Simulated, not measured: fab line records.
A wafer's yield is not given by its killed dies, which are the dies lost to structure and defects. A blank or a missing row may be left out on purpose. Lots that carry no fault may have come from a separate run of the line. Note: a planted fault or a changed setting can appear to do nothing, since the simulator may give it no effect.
fab line records | flow n5_finfet
record: lots: 5 wafers: 15 last_day: 17
route steps=1938 shown BEOL_M4@1099 BEOL_M5@1112 BEOL_M14@1757 PASSIVATION@1936
lots that met no fault: taken from a fault-free run of the same line
start_h: start of the lot's first displayed wafer, in hours after the record's first day | wait_h: how many hours have passed since the lot's step before this one | " same as the row above | L1.1+2: a row that stands for several wafers | - either no value or no given start | * or withheld: withheld | < > ~ a bound
route shown NAME@n: NAME is a module with steps in the file, n the number in the route of the first one | usual: mean/standard deviation of fault-free wafers | same: alike in all rows | chamber/n: place in a boat | sites: each site's reading | _std_site: the values' standard deviation | _edge_site: inner sites' mean taken away from outer sites' mean | radius_mm: how far each site lies from the wafer's centre | mask NAME#n: copy n | behind: the tool/chamber that last shaped the wafer | hold: why the lot went on hold/how many hours it stayed there/how the hold came to an end | device: which transistor (n, p or np) failed to switch | end of line: at the end of the route, the tests of the same wafers | a step with no rows: only its recipe | killed: dies lost to structure and defects at the first sort, not the wafer's yield | map: shows each die of a wafer: x if killed, . if not, _ if none is there
set.NAME: the setting as run; set.NAME@STEP: as run at that earlier step | model.NAME: the simulator's own value behind a step, which no gauge read
certain route steps with their lots: each step a table, each wafer a row
services: the hour from which a tool's chamber was out of use, counted from the record's first day as start_h (under 0 if before that day), plus the number of hours and why
== steps ==
step: N5_BEOL_M4_ANNEAL_95
recipe: temp_c: 400 time_s: 240 ambient: vacuum
step: N5_BEOL_M4_SPUTTER_96
recipe: material: Cu target_thk_a: 45 temp_c: -20 chamber_pressure_pa: 0.07 power_w: withheld time_s: 8.29
step: N5_BEOL_M4_ECD_50
recipe: material: Cu target_thk_a: 3000
step: N5_BEOL_M4_ANNEAL_51
recipe: temp_c: 225 time_s: 90 ambient: N2
step: N5_BEOL_M4_CMP_52
recipe: stop_on: SiOC t_overpolish_s: 6.8 down_force_psi: 1 platen_rpm: 50 clearing_platen_down_force_psi: 1.5 clearing_platen_rpm: 50 post_cmp_clean: cu_alkaline target_thk_nm: 40 clearing_platen_pad_velocity_m_s: 0.99484 pad_velocity_m_s: 0.99484
step: N5_BEOL_M4_PRE_CLEAN_60
recipe: gas: NH3/H2 time_s: 15 temp_c: * rf_power_w: 300
step: N5_BEOL_M4_CO_CAP_55
recipe: material: Co target_thk_a: 20 temp_c: 200 precursor: CCTBA/H2 pressure_torr: 30 time_s: 102.1
step: N5_BEOL_M4_PRE_CLEAN_56
recipe: gas: NH3 time_s: 15 temp_c: withheld rf_power_w: 300
step: N5_BEOL_M4_DEP_57
recipe: material: SiCN target_thk_a: 80 temp_c: withheld precursor: 3MS/NH3 pressure_torr: 3 rf_w: 202 time_s: 14
step: N5_BEOL_M4_RC_MEAS_101
usual: DIBL_N: 36.4/1.5 DIBL_P: 35.8/1.7 IOFF_N: 0.154/0.022 IOFF_P: 0.21/0.031 ION_N: 672/8.8 ION_P: 462/7.2 SS_N: 71.5/0.53 SS_P: 73.2/0.62 VT_N: 250.4/2.5 VT_P: -250/3.5
columns lot.wafer tool chamber start_h wait_h DIBL_N[mV/V] DIBL_P[mV/V] IOFF_N[nA/um] IOFF_P[nA/um] ION_N[uA/um] ION_P[uA/um] SS_N[mV/dec] SS_P[mV/dec] VT_N[mV] VT_P[mV]
L426.1 prober-01 0 247.20 0.3 35.6 36.0 0.133 0.20 662 460 70.8 72.4 251.3 -251
L426.2 " 0 " " 37.7 38.7 0.170 0.24 681 467 71.4 73.5 247.1 -245
L426.3 " 0 " " 36.6 36.6 0.144 0.21 660 456 71.2 72.2 253.3 -249
L430.1 prober-02 0 251.91 0.0 38.0 38.4 0.179 0.20 672 455 71.3 74.7 248.1 -252
L430.2 " 0 " " 35.3 35.0 0.128 0.16 656 452 71.4 74.0 253.2 -257
L430.3 " 0 " " 37.2 36.9 0.160 0.19 668 458 71.8 73.4 252.4 -255
L429.1 prober-01 0 262.57 0.0 38.3 37.0 0.186 0.23 687 469 71.6 73.6 247.4 -248
L429.4 " 0 " " 39.5 38.3 0.201 0.25 684 463 72.0 73.1 247.6 -249
L429.5 " 0 " " 39.4 37.7 0.201 0.25 675 465 73.1 74.6 247.9 -247
L435.4 prober-02 0 285.46 0.5 35.3 34.8 0.137 0.23 672 467 71.5 73.1 252.2 -247
L435.5 " 0 " " 35.7 35.2 0.143 0.24 667 469 71.1 73.3 249.8 -247
L435.6 " 0 " " 36.3 35.3 0.155 0.24 672 468 72.1 73.1 250.5 -244
L438.1 prober-02 0 298.66 0.0 38.1 36.5 0.159 0.24 679 471 72.0 73.6 251.9 -247
L438.3 " 0 " " 37.6 34.8 0.145 0.21 666 459 72.1 73.8 253.2 -250
L438.4 " 0 " " 38.3 35.9 0.155 0.24 674 468 71.9 73.8 252.3 -247
step: N5_BEOL_M5_ILD_DEP_00
recipe: material: SiCOH_lowk target_thk_a: 1406.4 temp_c: 300 precursor: DEMS/porogen pressure_torr: 5 rf_w: 500 time_s: 25.9
step: N5_BEOL_M5_CURE_79
recipe: temp_c: 385 time_s: 240 ambient: He/Ar material: SiCOH_lowk
step: N5_BEOL_M5_PECVD_70
recipe: material: SiO2 target_thk_a: 160 temp_c: 400 precursor: TEOS/O2 pressure_torr: 5.5 rf_w: 450 teos_flow_sccm: 53.8 gas: O2 flow_sccm: 3000 time_s: 18
step: N5_BEOL_M5_HM_DEP_02
recipe: material: TiN target_thk_a: 200 temp_c: 25 chamber_pressure_pa: 0.49996
step: N5_BEOL_M5_COAT_59
recipe: resist: SOC temp_c: 250 time_s: 60 spin_rpm: 1500 resist_thk_nm: 60
step: N5_BEOL_M5_COAT_60
recipe: resist: SiARC temp_c: 220 time_s: 60 spin_rpm: 1500 resist_thk_nm: 12
step: N5_BEOL_M5_COAT_71
recipe: resist: underlayer temp_c: 205 time_s: 60 spin_rpm: 1500 resist_thk_nm: 5
step: N5_BEOL_M5_COAT_05
recipe: resist: CAR-EUV spin_rpm: 1500 resist_thk_nm: 30
step: N5_BEOL_M5_EBR_07
recipe: solvent: PGMEA ebr_width_mm: 1.5
step: N5_BEOL_M5_SOFTBAKE_06
recipe: temp_c: 110 time_s: 60 resist: CAR-EUV
step: N5_BEOL_M5_EXPOSE_08
recipe: mask_id: M5 na: 0.33 source_shape: annular sigma_inner: 0.4 sigma_outer: 0.8 polarization: unpolarized target_cd_nm: 28 dose_mj: 35.75
step: N5_BEOL_M5_PEB_09
recipe: peb_temp_c: 100 peb_time_s: 60 resist: CAR-EUV
step: N5_BEOL_M5_DEVELOP_10
recipe: develop_time_s: 30 developer: TMAH resist: CAR-EUV rinse_liquid: surfactant_rinse dry: air_spin dev_temp_c: 23
step: N5_BEOL_M5_DESCUM_16
recipe: chemistry: O2 time_s: 7 source_power_w: 50 bias_power_w: 20 pressure_mtorr: 20 rf_frequency_hz: 2.712e+07 temp_c: 40 resist: CAR-EUV o2_flow_sccm: 225
step: N5_BEOL_M5_ETCH_72
recipe: chemistry: N2/H2 target: underlayer target_depth_a: 65 mask_material: CAR-EUV time_s: 5.2 ion_energy_ev: 200 pressure_mtorr: 30 source_w: 840 bias_w: 150 n2_flow_sccm: 200 h2_flow_sccm: 200 ends: cleared
step: N5_BEOL_M5_ETCH_61
recipe: chemistry: CF4 target: SiARC target_depth_a: 156 mask_material: CAR-EUV time_s: 26 ion_energy_ev: 80 pressure_mtorr: 40 source_w: 545 bias_w: 36 Ar_flow_sccm: 100 cf4_flow_sccm: 100 ends: cleared
step: N5_BEOL_M5_ETCH_62
recipe: chemistry: N2/H2 target: SOC target_depth_a: 750 overetch_a: 150 mask_material: SiARC temp_c: 40 time_s: 112.5 ion_energy_ev: 200 pressure_mtorr: 30 source_w: 840 bias_w: 150 n2_flow_sccm: 200 h2_flow_sccm: 200
step: N5_BEOL_M5_STRIP_63
recipe: chemistry: N2/H2 temp_c: 40 n2_flow_sccm: 200 h2_flow_sccm: 200 rf_frequency_hz: 6e+07
step: N5_BEOL_M5_STRIP_73
recipe: chemistry: N2/H2 temp_c: 40 n2_flow_sccm: 200 h2_flow_sccm: 200 rf_frequency_hz: 6e+07
step: N5_BEOL_M5_STRIP_64
recipe: chemistry: CF4 resist: SiARC power_w: 300 bias_power_w: 75 pressure_mtorr: 50 cf4_flow_sccm: 150 rf_frequency_hz: 6e+07
step: N5_BEOL_M5_HM_OPEN_17
recipe: chemistry: Cl2/BCl3 target_depth_a: 200 overetch_a: 60 target: TiN mask_material: SOC ion_energy_ev: 150 pressure_mtorr: 10 icp_w: 1000 bias_w: 126 Cl2_flow_sccm: 53.25 bcl3_flow_sccm: 21.75 Ar_flow_sccm: 25
step: N5_BEOL_M5_STRIP_19
recipe: chemistry: O2 power_w: 400 temp_c: 40 pressure_mtorr: 30 rf_frequency_hz: 6e+07 bias_power_w: 0 overash_fraction: 0.2 o2_flow_sccm: 225
step: N5_BEOL_M5_COAT_65
recipe: resist: SOC temp_c: 250 time_s: 60 spin_rpm: 1500 resist_thk_nm: 60
step: N5_BEOL_M5_COAT_66
recipe: resist: SiARC temp_c: 220 time_s: 60 spin_rpm: 1500 resist_thk_nm: 12
step: N5_BEOL_M14_ETCH_38
recipe: chemistry: CF4/N2 target: SiCN target_depth_a: 1065 taper_deg: 2 time_s: 120.6 ion_energy_ev: 150 mask_material: SiO2 pressure_mtorr: 40 source_w: 430 bias_w: 70 Ar_flow_sccm: 100 cf4_flow_sccm: 60 n2_flow_sccm: 60
usual: bias_w: 70.03/0.21 cf4_flow_sccm: 60.02/0.19 drypump_motor_current_A: 5.7/0.44 oes_product_au: 0.80/0.08 rf_vpp_V: 382.6/2.3 showerhead_plenum_p_Torr: 2.22/0.091 throttle_valve_pct: 15.47/0.23 time_s: 120.6/0
columns lot.wafer tool chamber start_h wait_h bias_w cf4_flow_sccm drypump_motor_current_A oes_product_au rf_hours_counter_h rf_vpp_V showerhead_plenum_p_Torr throttle_valve_pct time_s model.SiO2_of_BEOL_M14_ILD_DEP_00.thk_nm
L426.1 rie_diel-01 3 338.47 - - - - - - - - - - 1101
L426.2 " 1 " " - - - - - - - - - 1101
L426.3 " 0 " " - - - - - - - - - 1099
L430.1 rie_diel-01 3 338.63 - - - - - - - - - - 1106
L430.2 " 2 " " - - - - - - - - - 1115
L430.3 " 1 " " - - - - - - - - - 1114
L429.1 rie_diel-06 3 344.60 - - - - - - - - - - 1111
L429.4 " 0 " " - - - - - - - - - 1124
L429.5 " 1 " " - - - - - - - - - 1126
L435.4 rie_diel-01 1 372.67 - 69.81 59.97 5.3 0.72 - 379.2 2.10 15.78 120.6 1064
L435.5 " 0 " " 70.24 60.13 5.0 0.90 - 384.4 2.33 15.15 120.6 1054
L435.6 " 3 " " 70.00 59.94 5.6 0.80 - 381.8 2.24 15.43 120.6 1060
L438.1 rie_diel-02 2 380.61 - 70.07 60.71 5.4 0.88 46 381.0 2.15 15.24 120.6 1039
L438.3 " 3 " " 70.10 59.72 5.8 0.97 10 381.2 2.17 14.92 120.6 1028
L438.4 " 0 " " 69.84 60.03 5.9 0.74 190 383.6 2.28 15.81 120.6 1043
step: N5_BEOL_M14_CMP_49
recipe: stop_on: SiO2 t_overpolish_s: 5.2 down_force_psi: 2 platen_rpm: 80 clearing_platen_down_force_psi: 2 clearing_platen_rpm: 80 post_cmp_clean: cu_alkaline target_thk_nm: 560 clearing_platen_pad_velocity_m_s: 1.5917 pad_velocity_m_s: 1.5917
usual: motor_current_A: 8.0/0.57
columns lot.wafer tool chamber start_h wait_h motor_current_A model.SiO2_of_BEOL_M14_ILD_DEP_00.thk_nm
L426.3 cmp-01 1 339.69 0.2 7.5 1084
L426.2 " 2 " " 8.1 1086
L426.1 " 0 " " 7.1 1086
L430.1 cmp-02 0 340.35 0.3 7.4 1091
L430.2 " 1 " " 8.3 1100
L430.3 " 3 " " 7.7 1099
L429.4 cmp-02 1 346.40 0.1 8.1 1109
L429.1 " 3 " " 7.5 1096
L429.5 " 1 " " 7.9 1111
L435.4 cmp-02 1 374.28 0.2 8.3 1049
L435.6 " 2 " " 8.5 1045
L435.5 " 3 " " 7.8 1039
L438.3 cmp-02 3 382.12 0.3 7.6 1013
L438.4 " 1 " " 8.1 1028
L438.1 " 2 " " 8.7 1024
step: N5_PASSIVATION_PROBE_49
usual: defect_limited_yield: 91.5/1.4 killed_at_M0_to_M3: 32/9.8 killed_at_M4_up: 13/5.3 killed_at_contacts: 13/6.4 killed_at_front_end: 39/10 killed_at_other: 3.1/2.5 killed_dies: 100/17 killed_on_rim: 13/3.9 killed_open: 65/13 killed_short: 33/7.7 sort_bin_5_function: 5.0/0.93 sort_bin_6_memory: 3.2/0.69 sort_n_pass: 1080/17 sort_yield_pct: 91.5/1.4
same: gross_dies: 1180 killed_at_back_side: 0 sort_bin_4_leakage[%]: 0 sort_bin_8_speed[%]: 0
columns lot.wafer tool chamber start_h wait_h defect_limited_yield[%] killed_at_M0_to_M3 killed_at_M4_up killed_at_contacts killed_at_front_end killed_at_other killed_dies killed_on_rim killed_open killed_short sort_bin_5_function[%] sort_bin_6_memory[%] sort_n_pass sort_yield_pct[%]
L430.1 prober-02 - 359.92 0.0 0 43 1080 20 32 5 1180 152 69 40 95.7 4.1 0 0
L430.2 prober-02 - 359.97 0.1 0 31 1091 19 36 3 1180 152 62 29 96.7 3.0 0 0
L430.3 prober-02 - 360.02 0.1 0 18 1105 9 48 0 1180 152 42 39 96.5 2.9 0 0
L426.1 prober-01 - 361.26 0.0 0 42 1046 28 60 4 1180 152 94 51 94.5 5.3 0 0
L426.2 prober-01 - 361.31 0.1 0 34 1057 28 60 1 1180 152 81 54 95.0 4.5 0 0
L426.3 prober-01 - 361.36 0.1 0 38 1083 17 41 1 1180 152 81 34 96.0 3.6 0 0
L429.1 prober-02 - 371.24 0.0 0 28 1112 16 21 3 1180 152 62 20 96.3 3.7 0 0
L429.4 prober-02 - 371.39 0.2 0 32 1107 11 28 2 1180 152 53 21 97.3 2.5 0 0
L429.5 prober-02 - 371.44 0.2 0 46 1069 26 33 6 1180 152 80 39 95.9 3.8 0 0
L435.4 prober-02 - 394.65 0.2 91.3 30 10 18 41 4 103 19 65 34 5.1 3.3 1077 91.3
L435.5 prober-02 - 394.70 0.2 90.1 46 18 12 41 0 117 11 84 33 5.8 3.6 1063 90.1
L435.6 prober-02 - 394.75 0.3 91.4 49 8 15 29 1 102 8 62 39 5.3 3.3 1078 91.4
L438.1 prober-01 - 410.90 0.0 91.2 37 27 17 21 2 104 14 67 37 5.4 3.1 1076 91.2
L438.3 prober-01 - 411.00 0.1 93.1 18 14 14 34 1 81 8 60 21 3.7 2.8 1099 93.1
L438.4 prober-01 - 411.05 0.2 92.9 25 14 10 33 2 84 11 58 26 4.7 2.4 1096 92.9
killed by level:class
L430.1 BEOL_M14:area_etch=1071 BEOL_M0_SAQP:geometric_particle:open=12 MOL_CONTACT_COAG:geometric_particle:short=12 BEOL_M0_SAQP:geometric_particle:short=11 STI_FIN_REVEAL:geometric_particle:open=9 MOL_CONTACT_COAG:geometric_particle:open=8 BEOL_M3:geometric_particle:open=7 FIN_SAQP:geometric_particle:short=5
L430.2 BEOL_M14:area_etch=1089 MOL_CONTACT_COAG:geometric_particle:open=13 BEOL_M1:geometric_particle:open=11 FIN_SAQP:geometric_particle:open=8 BEOL_M3:geometric_particle:open=7 FIN_SAQP:geometric_particle:short=6 STI_FIN_REVEAL:geometric_particle:open=6 MOL_CONTACT_COAG:geometric_particle:short=6
L430.3 BEOL_M14:area_etch=1099 STI_FIN_REVEAL:geometric_particle:open=11 FIN_SAQP:geometric_particle:short=8 BEOL_M0_SAQP:geometric_particle:short=8 GATE_CUT:geometric_particle:short=7 MOL_CONTACT_COAG:geometric_particle:open=6 FIN_SAQP:geometric_particle:open=5 STARTING-WAFER:geometric_particle:short=5
L426.1 BEOL_M14:area_etch=1034 MOL_CONTACT_COAG:geometric_particle:open=21 BEOL_M2:geometric_particle:open=20 FIN_SAQP:geometric_particle:open=15 FIN_SAQP:geometric_particle:short=9 GATE_CUT:geometric_particle:short=9 MOL_CONTACT_COAG:geometric_particle:short=7 BEOL_M1:geometric_particle:open=6
L426.2 BEOL_M14:area_etch=1040 FIN_SAQP:geometric_particle:open=16 MOL_CONTACT_COAG:geometric_particle:short=15 MOL_CONTACT_COAG:geometric_particle:open=13 STI_FIN_REVEAL:geometric_particle:open=12 BEOL_M0_SAQP:geometric_particle:short=10 FIN_SAQP:geometric_particle:short=7 BEOL_M2:geometric_particle:open=7
L426.3 BEOL_M14:area_etch=1063 MOL_CONTACT_COAG:geometric_particle:open=14 BEOL_M4:geometric_particle:open=12 BEOL_M0_SAQP:geometric_particle:short=9 STI_FIN_REVEAL:geometric_particle:open=9 BEOL_M0_SAQP:geometric_particle:open=9 FIN_SAQP:geometric_particle:open=8 BEOL_M1:geometric_particle:open=8
L429.1 BEOL_M14:area_etch=1097 MOL_CONTACT_COAG:geometric_particle:open=13 BEOL_M2:geometric_particle:open=8 BEOL_M5:geometric_particle:open=8 BEOL_M0_SAQP:geometric_particle:open=7 BEOL_M0_SAQP:geometric_particle:short=7 BEOL_M6:geometric_particle:open=5 DUMMY_GATE:geometric_particle:open=4
L429.4 BEOL_M14:area_etch=1104 BEOL_M0_SAQP:geometric_particle:open=12 MOL_CONTACT_COAG:geometric_particle:open=10 BEOL_M0_SAQP:geometric_particle:short=9 FIN_SAQP:geometric_particle:open=5 GATE_CUT:geometric_particle:short=5 BEOL_M1:geometric_particle:open=5 BEOL_M2:geometric_particle:open=4
L429.5 BEOL_M14:area_etch=1061 MOL_CONTACT_COAG:geometric_particle:open=21 BEOL_M1:geometric_particle:open=12 BEOL_M3:geometric_particle:open=8 BEOL_M0_SAQP:geometric_particle:short=8 FIN_SAQP:geometric_particle:short=7 DUMMY_GATE:geometric_particle:open=5 MOL_CONTACT_COAG:geometric_particle:short=5
L435.4 MOL_CONTACT_COAG:geometric_particle:open=15 BEOL_M2:geometric_particle:open=12 FIN_SAQP:geometric_particle:short=10 STI_FIN_REVEAL:geometric_particle:open=7 DUMMY_GATE:geometric_particle:open=6 BEOL_M1:geometric_particle:open=6 BEOL_M0_SAQP:geometric_particle:open=5 FIN_SAQP:geometric_particle:open=4
L435.5 BEOL_M2:geometric_particle:open=13 STI_FIN_REVEAL:geometric_particle:open=11 MOL_CONTACT_COAG:geometric_particle:open=10 BEOL_M0_SAQP:geometric_particle:open=9 BEOL_M0_SAQP:geometric_particle:short=9 BEOL_M4:geometric_particle:open=9 FIN_SAQP:geometric_particle:open=6 FIN_SAQP:geometric_particle:short=6
L435.6 MOL_CONTACT_COAG:geometric_particle:open=13 BEOL_M0_SAQP:geometric_particle:short=13 BEOL_M0_SAQP:geometric_particle:open=10 BEOL_M2:geometric_particle:open=8 BEOL_M3:geometric_particle:open=6 FIN_SAQP:geometric_particle:short=5 STI_FIN_REVEAL:geometric_particle:open=5 GATE_CUT:geometric_particle:short=5
L438.1 BEOL_M4:geometric_particle:open=19 MOL_CONTACT_COAG:geometric_particle:open=10 BEOL_M2:geometric_particle:open=10 MOL_CONTACT_COAG:geometric_particle:short=7 FIN_SAQP:geometric_particle:open=6 BEOL_M1:geometric_particle:open=6 STI_FIN_REVEAL:geometric_particle:open=4 BEOL_M0_SAQP:geometric_particle:short=4
L438.3 MOL_CONTACT_COAG:geometric_particle:open=12 STI_FIN_REVEAL:geometric_particle:open=10 BEOL_M4:geometric_particle:open=8 STARTING-WAFER:geometric_particle:open=6 DUMMY_GATE:geometric_particle:open=4 BEOL_M3:geometric_particle:open=4 FIN_SAQP:geometric_particle:short=3 FIN_SAQP:geometric_particle:open=3
L438.4 BEOL_M4:geometric_particle:open=10 MOL_CONTACT_COAG:geometric_particle:open=9 STI_FIN_REVEAL:geometric_particle:open=7 BEOL_M0_SAQP:geometric_particle:short=7 DUMMY_GATE:geometric_particle:open=6 BEOL_M0_SAQP:geometric_particle:open=6 FIN_SAQP:geometric_particle:short=4 BEOL_M2:geometric_particle:open=4
map L426.1 (x killed, . not)
_________________xxxxxxxxxxxx________________
______________xxxxxxxxxxxxxxxxxx_____________
___________xxxxxxxxxxxxxxxxxxxxxxxx__________
__________xxxxxxxxxxxxxxxxxxxxxxxxxx_________
________xxxxxxxxxxxxxxxxxxxxxxxxxxxxxx_______
_______xxxxxxxxxxxxxxxxxxxxxxxxxxxxxxxx______
______xxxxxxxxxxxxxxxxxxxxxxxxxxxxxxxxxx_____
_____xxxxxxxxxxxxxxxxxxxxxxxxxxxxxxxxxxxx____
____xxxxxxxxxxxxxxxxxxxxxxxxxxxxxxxxxxxxxx___
___xxxxxxxxxxxxxxxxxxxxxxxxxxxxxxxxxxxxxxxx__
___xxxxxxxxxxxxxxxxxxxxxxxxxxxxxxxxxxxxxxxx__
__xxxxxxxxxxxxxxxxxxxxxxxxxxxxxxxxxxxxxxxxxx_
__xxxxxxxxxxxxxxxxxxxxxxxxxxxxxxxxxxxxxxxxxx_
_xxxxxxxxxxxxxxxxxxxxxxxxxxxxxxxxxxxxxxxxxxxx
_xxxxxxxxxxxxxxxxxxxxxxxxxxxxxxxxxxxxxxxxxxxx
_xxxxxxxxxxxxxxxxxxxxxxxxxxxxxxxxxxxxxxxxxxxx
_xxxxxxxxxxxxxxxxxxxxxxxxxxxxxxxxxxxxxxxxxxxx
_xxxxxxxxxxxxxxxxxxxxxxxxxxxxxxxxxxxxxxxxxxxx
_xxxxxxxxxxxxxxxxxxxxxxxxxxxxxxxxxxxxxxxxxxxx
_xxxxxxxxxxxxxxxxxxxxxxxxxxxxxxxxxxxxxxxxxxxx
_xxxxxxxxxxxxxxxxxxxxxxxxxxxxxxxxxxxxxxxxxxxx
__xxxxxxxxxxxxxxxxxxxxxxxxxxxxxxxxxxxxxxxxxx_
__xxxxxxxxxxxxxxxxxxxxxxxxxxxxxxxxxxxxxxxxxx_
___xxxxxxxxxxxxxxxxxxxxxxxxxxxxxxxxxxxxxxxx__
___xxxxxxxxxxxxxxxxxxxxxxxxxxxxxxxxxxxxxxxx__
____xxxxxxxxxxxxxxxxxxxxxxxxxxxxxxxxxxxxxx___
_____xxxxxxxxxxxxxxxxxxxxxxxxxxxxxxxxxxxx____
______xxxxxxxxxxxxxxxxxxxxxxxxxxxxxxxxxx_____
_______xxxxxxxxxxxxxxxxxxxxxxxxxxxxxxxx______
________xxxxxxxxxxxxxxxxxxxxxxxxxxxxxx_______
__________xxxxxxxxxxxxxxxxxxxxxxxxxx_________
___________xxxxxxxxxxxxxxxxxxxxxxxx__________
______________xxxxxxxxxxxxxxxxxx_____________
_________________xxxxxxxxxxxx________________
map L429.1 (x killed, . not)
_________________xxxxxxxxxxxx________________
______________xxxxxxxxxxxxxxxxxx_____________
___________xxxxxxxxxxxxxxxxxxxxxxxx__________
__________xxxxxxxxxxxxxxxxxxxxxxxxxx_________
________xxxxxxxxxxxxxxxxxxxxxxxxxxxxxx_______
_______xxxxxxxxxxxxxxxxxxxxxxxxxxxxxxxx______
______xxxxxxxxxxxxxxxxxxxxxxxxxxxxxxxxxx_____
_____xxxxxxxxxxxxxxxxxxxxxxxxxxxxxxxxxxxx____
____xxxxxxxxxxxxxxxxxxxxxxxxxxxxxxxxxxxxxx___
___xxxxxxxxxxxxxxxxxxxxxxxxxxxxxxxxxxxxxxxx__
___xxxxxxxxxxxxxxxxxxxxxxxxxxxxxxxxxxxxxxxx__
__xxxxxxxxxxxxxxxxxxxxxxxxxxxxxxxxxxxxxxxxxx_
__xxxxxxxxxxxxxxxxxxxxxxxxxxxxxxxxxxxxxxxxxx_
_xxxxxxxxxxxxxxxxxxxxxxxxxxxxxxxxxxxxxxxxxxxx
_xxxxxxxxxxxxxxxxxxxxxxxxxxxxxxxxxxxxxxxxxxxx
_xxxxxxxxxxxxxxxxxxxxxxxxxxxxxxxxxxxxxxxxxxxx
_xxxxxxxxxxxxxxxxxxxxxxxxxxxxxxxxxxxxxxxxxxxx
_xxxxxxxxxxxxxxxxxxxxxxxxxxxxxxxxxxxxxxxxxxxx
_xxxxxxxxxxxxxxxxxxxxxxxxxxxxxxxxxxxxxxxxxxxx
_xxxxxxxxxxxxxxxxxxxxxxxxxxxxxxxxxxxxxxxxxxxx
_xxxxxxxxxxxxxxxxxxxxxxxxxxxxxxxxxxxxxxxxxxxx
__xxxxxxxxxxxxxxxxxxxxxxxxxxxxxxxxxxxxxxxxxx_
__xxxxxxxxxxxxxxxxxxxxxxxxxxxxxxxxxxxxxxxxxx_
___xxxxxxxxxxxxxxxxxxxxxxxxxxxxxxxxxxxxxxxx__
___xxxxxxxxxxxxxxxxxxxxxxxxxxxxxxxxxxxxxxxx__
____xxxxxxxxxxxxxxxxxxxxxxxxxxxxxxxxxxxxxx___
_____xxxxxxxxxxxxxxxxxxxxxxxxxxxxxxxxxxxx____
______xxxxxxxxxxxxxxxxxxxxxxxxxxxxxxxxxx_____
_______xxxxxxxxxxxxxxxxxxxxxxxxxxxxxxxx______
________xxxxxxxxxxxxxxxxxxxxxxxxxxxxxx_______
__________xxxxxxxxxxxxxxxxxxxxxxxxxx_________
___________xxxxxxxxxxxxxxxxxxxxxxxx__________
______________xxxxxxxxxxxxxxxxxx_____________
_________________xxxxxxxxxxxx________________
== services ==
columns tool chamber start_h hours kind
rie_diel-06 0 323.67 8.7 repair
cmp-02 - 327.39 3.1 repair
cmp-01 - 330.90 2.4 repair
rie_diel-02 3 339.30 - clean
rie_diel-02 3 339.30 - consumable_replace:focus_ring
rie_diel-02 3 339.30 19.9 scheduled_down
rie_diel-02 3 339.30 19.9 vent_cycle
rie_diel-06 - 346.62 0.7 repair
cmp-01 - 348.81 2.2 repair
rie_diel-02 0 369.51 5.4 repair
rie_diel-06 1 370.57 4.1 repair
rie_diel-01 2 372.33 - clean
rie_diel-01 2 372.33 - consumable_replace:focus_ring
rie_diel-01 2 372.33 - consumable_replace:showerhead
rie_diel-01 2 372.33 19.3 scheduled_down
rie_diel-01 2 372.33 19.3 vent_cycle
cmp-02 - 377.67 4.0 pm
cmp-02 - 381.67 - consumable_replace:conditioner
cmp-02 - 381.67 - consumable_replace:pad
== key ==
first_sign: step: N5_BEOL_M14_ETCH_38 reading: tool_record direction: missing
effect: step: N5_PASSIVATION_PROBE_49 reading: killed_at_M4_up direction: up sigmas: 99+ usual: 13 struck: 1083
model_effect: step: N5_BEOL_M14_ETCH_38 value: SiO2_of_BEOL_M14_ILD_DEP_00.thk_nm without: 1047 struck: 1111
model_effect: step: N5_BEOL_M14_CMP_49 value: SiO2_of_BEOL_M14_ILD_DEP_00.thk_nm without: 1032 struck: 1096
more_kills_born_at: N5_BEOL_M14_ETCH_38@rie_diel-01: 6396 N5_BEOL_M14_ETCH_38@rie_diel-06: 3262
met_at N5_BEOL_M14_ETCH_38
struck_wafers L426.1,L426.2,L426.3,L429.1,L429.4,L429.5,L430.1,L430.2,L430.3
later_rows_left_out L426.1,L426.2,L426.3,L429.1,L429.4,L429.5,L430.1,L430.2,L430.3
fault: kind: skipped_step_whole tool: rie_diel-01,rie_diel-06 chamber: - onset_h: 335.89 steps: N5_BEOL_M14_ETCH_38 scope: struck_lots_only
later_rows_left_out: the simulator's readings of these wafers behind a module that went badly wrong aren't trusted and aren't shown, but for the sort
